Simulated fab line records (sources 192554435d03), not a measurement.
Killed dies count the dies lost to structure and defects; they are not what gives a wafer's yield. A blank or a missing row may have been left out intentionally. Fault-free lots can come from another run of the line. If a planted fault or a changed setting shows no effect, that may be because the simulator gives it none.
Chamber matching | flow n5 finfet | N5_BEOL_M1_DESCUM_33 on rie diel-04 has 4 sister chambers
The step chemistry O2, time 7 s. 4 wafers are shown with their chamber, then 7 later ones without.

== EACH WAFER AND ITS CHAMBER ==
wafer  | chamber | showerhead plenum p Torr (Torr)
L078.3 | 1       | 2.06
L078.5 | 3       | 2.19
L079.2 | 0       | 2.07
L079.3 | 2       | 2.02

== WAFERS WHOSE CHAMBER IS MISSING ==
wafer  | showerhead plenum p Torr (Torr)
L079.6 | 2.07
L090.2 | 2.05
L090.5 | 2.07
L090.6 | 2.18
L097.1 | 2.05
L097.3 | 2.18
L097.6 | 2.00

== WHICH CHAMBER EACH ONE RAN IN ==
wafer  | from the rows above          | in truth
L079.6 | can't be placed: 0 or 1      | 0
L090.2 | can't be placed: 1 or 0 or 2 | 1
L090.5 | can't be placed: 0 or 1      | 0
L090.6 | 3                            | 3
L097.1 | can't be placed: 1 or 0 or 2 | 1
L097.3 | 3                            | 3
L097.6 | 2                            | 2
Placed correctly: 3 of 7. Cannot be placed on the basis of these rows: 4; the candidates contain the true chamber in 4. Placed wrongly: 0.
How it was worked out, from the rows above alone: a wafer's distance from a chamber is the root of the sum, over the readings, of the square of ((its reading less the chamber's mean) divided by the reading's scatter). If the next closest chamber is less than 2 further off than the closest, the wafer can't be placed; otherwise it belongs to the closest. For every chamber, the mean is computed from those of its wafers that are shown. The scatter: root of mean squared gap, hidden wafer to nearest shown wafer, with one shown wafer a chamber.
